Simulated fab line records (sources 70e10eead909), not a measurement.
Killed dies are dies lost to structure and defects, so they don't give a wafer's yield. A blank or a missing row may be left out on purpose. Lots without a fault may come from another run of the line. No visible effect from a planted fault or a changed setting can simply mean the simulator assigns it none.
The tool behind it: which one?    flow nand-harc    7 lots, 21 wafers sampled, at 1 step of a route of 1159

## WHAT EACH GAUGE READ, for each wafer
NHARC_P_M2_INSPECT_27.
lot   measured      on                 raw-defect-count
L627  day 6 15:23   defect-inspect-02  288 416 418
L629  day 7 05:40   defect-inspect-02  361 257 251
L631  day 7 07:00   defect-inspect-01  339 251 424
L640  day 9 14:05   defect-inspect-02  337 308 325
L645  day 10 22:31  defect-inspect-02  222 283 185
L647  day 11 14:54  defect-inspect-01  167 209 298
L648  day 12 02:35  defect-inspect-02  405 284 408

## TOOL THAT RAN EACH LOT (tool first, then ch and the chambers of the sampled wafers, then the start)
There is no process step in the record ahead of these readings.

## THE ANSWER, worked out from the rows above alone
Rule: the usual values come from the lots themselves. The widest of any qualifying gaps counts: lots, ordered by their means at a reading, are off when they make up no more than a third of the lots, leave a main group of 4 or more, and stand apart from it by 3 or more times the standard deviation of that group's means. A main group whose means are all the same, to the digits that the tables above print for the reading, isn't used. A lot without any number at a reading at which 4 lots or more have one is off too. Where the step has rows for the other lots, those lots are counted as sound.
Across all readings shown, no lot is off: no conclusion can be drawn from this.

## WHAT WAS PUT IN BY THE SIMULATOR
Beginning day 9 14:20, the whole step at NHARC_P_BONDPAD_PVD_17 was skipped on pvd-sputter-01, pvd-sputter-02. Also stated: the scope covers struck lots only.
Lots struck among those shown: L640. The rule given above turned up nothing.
